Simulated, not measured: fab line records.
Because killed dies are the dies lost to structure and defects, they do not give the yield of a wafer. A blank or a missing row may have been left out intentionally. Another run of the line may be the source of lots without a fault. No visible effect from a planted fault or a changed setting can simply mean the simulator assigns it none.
Chamber matching :: flow n5-finfet :: N5_SDB_ALD_29 on ald-sin-01: 4 sister chambers
The step deposits SiNx, target thk 30 nm, pulse time 1 s, ald cycles 600. 14 wafers are shown with their chamber, then 7 later ones without.

== WAFERS WITH THEIR CHAMBER ==
wafer: L074.1
chamber: 1
heater-power-w (W): 741
precursor-pulse-height-rel: 0.987

wafer: L074.2
chamber: 3
heater-power-w (W): 844
precursor-pulse-height-rel: 0.986

wafer: L074.6
chamber: 1
heater-power-w (W): 757
precursor-pulse-height-rel: 0.983

wafer: L077.2
chamber: 3
heater-power-w (W): 865
precursor-pulse-height-rel: 1.009

wafer: L077.3
chamber: 0
heater-power-w (W): 834
precursor-pulse-height-rel: 1.024

wafer: L077.6
chamber: 1
heater-power-w (W): 736
precursor-pulse-height-rel: 1.019

wafer: L078.1
chamber: 1
heater-power-w (W): 761
precursor-pulse-height-rel: 1.023

wafer: L078.2
chamber: 3
heater-power-w (W): 866
precursor-pulse-height-rel: 1.015

wafer: L078.5
chamber: 1
heater-power-w (W): 767
precursor-pulse-height-rel: 1.034

wafer: L085.1
chamber: 3
heater-power-w (W): 853
precursor-pulse-height-rel: 0.968

wafer: L085.3
chamber: 2
heater-power-w (W): 774
precursor-pulse-height-rel: 0.981

wafer: L085.6
chamber: 3
heater-power-w (W): 874
precursor-pulse-height-rel: 0.997

wafer: L090.2
chamber: 3
heater-power-w (W): 863
precursor-pulse-height-rel: 1.004

wafer: L090.5
chamber: 3
heater-power-w (W): 898
precursor-pulse-height-rel: 0.996

SIGNATURES, as means of the wafers listed above
reading: heater-power-w
chamber 0: 834.00
chamber 1: 752.40
chamber 2: 774.00
chamber 3: 866.14
scatter within a chamber: 15.7

reading: precursor-pulse-height-rel
chamber 0: 1.02400
chamber 1: 1.00920
chamber 2: 0.98100
chamber 3: 0.99643
scatter within a chamber: 0.0189
Rule: distance of a wafer from a chamber = root of the sum over the readings of ((wafer's reading minus chamber's mean) / reading's scatter) squared. The wafer belongs to the nearest chamber; if the next one is less than 2 further off, it can't be placed. How the scatter is found: for the shown wafers, subtract from each reading the mean of its chamber, square and add these, divide the total by (wafers less chambers), then take the root.

== WAFERS WHOSE CHAMBER IS MISSING ==
wafer: L090.6
heater-power-w (W): 773
precursor-pulse-height-rel: 0.986

wafer: L094.2
heater-power-w (W): 782
precursor-pulse-height-rel: 0.970

wafer: L094.3
heater-power-w (W): 747
precursor-pulse-height-rel: 0.968

wafer: L094.5
heater-power-w (W): 828
precursor-pulse-height-rel: 1.010

wafer: L095.4
heater-power-w (W): 844
precursor-pulse-height-rel: 1.004

wafer: L095.5
heater-power-w (W): 741
precursor-pulse-height-rel: 1.011

wafer: L095.6
heater-power-w (W): 840
precursor-pulse-height-rel: 1.011

== THE CHAMBER EACH PASSED THROUGH ==
wafer: L090.6
from the rows above: can't be placed: 2 or 1
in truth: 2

wafer: L094.2
from the rows above: 2
in truth: 2

wafer: L094.3
from the rows above: can't be placed: 2 or 1
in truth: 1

wafer: L094.5
from the rows above: can't be placed: 0 or 3
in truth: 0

wafer: L095.4
from the rows above: can't be placed: 0 or 3
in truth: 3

wafer: L095.5
from the rows above: can't be placed: 1 or 2
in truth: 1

wafer: L095.6
from the rows above: can't be placed: 0 or 3
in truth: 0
Placed correctly: 1 of 7. Unplaceable from these rows: 6, with the true chamber sitting among the candidates in 6. Number placed wrongly: 0.
